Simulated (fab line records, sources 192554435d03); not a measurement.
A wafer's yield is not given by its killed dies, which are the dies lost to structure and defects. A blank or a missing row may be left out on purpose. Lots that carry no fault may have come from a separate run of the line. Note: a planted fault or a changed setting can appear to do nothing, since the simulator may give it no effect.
Matching of chambers -- flow n5-finfet -- 3 sister chambers for N5_ZERO_LAYER_PECVD_02 on pecvd-03
The step deposits SiO2 from SiH4/N2O, target thk 10 nm, time 6 s. 3 wafers are shown with their chamber, then 8 later ones without.

== WAFERS, EACH WITH ITS CHAMBER ==
wafer,chamber,showerhead-plenum-p-Torr (Torr)
L085.1,2,8.08
L085.2,0,8.14
L087.2,1,7.88

== WAFERS WITHOUT THEIR CHAMBER ==
wafer,showerhead-plenum-p-Torr (Torr)
L087.4,8.07
L087.6,7.88
L090.3,8.09
L090.5,7.87
L090.6,8.14
L093.1,7.88
L093.4,8.08
L093.5,7.88

== THE CHAMBER EACH PASSED THROUGH ==
wafer,from the rows above,in truth
L087.4,2,2
L087.6,1,1
L090.3,2,2
L090.5,1,1
L090.6,0,0
L093.1,1,1
L093.4,2,2
L093.5,1,1
Correct placement for 8 of the 8. Not placeable from these rows: 0. Placed wrongly: 0.
How it was worked out, from the rows above alone: a wafer's distance from a chamber is the root of the sum, over the readings, of the square of ((its reading less the chamber's mean) divided by the reading's scatter). If the next closest chamber is less than 2 further off than the closest, the wafer can't be placed; otherwise it belongs to the closest. The mean given for a chamber averages the wafers shown for that chamber. The scatter (one wafer shown for each chamber): square how far every hidden wafer sits from the nearest shown wafer, average those squares and take the square root.
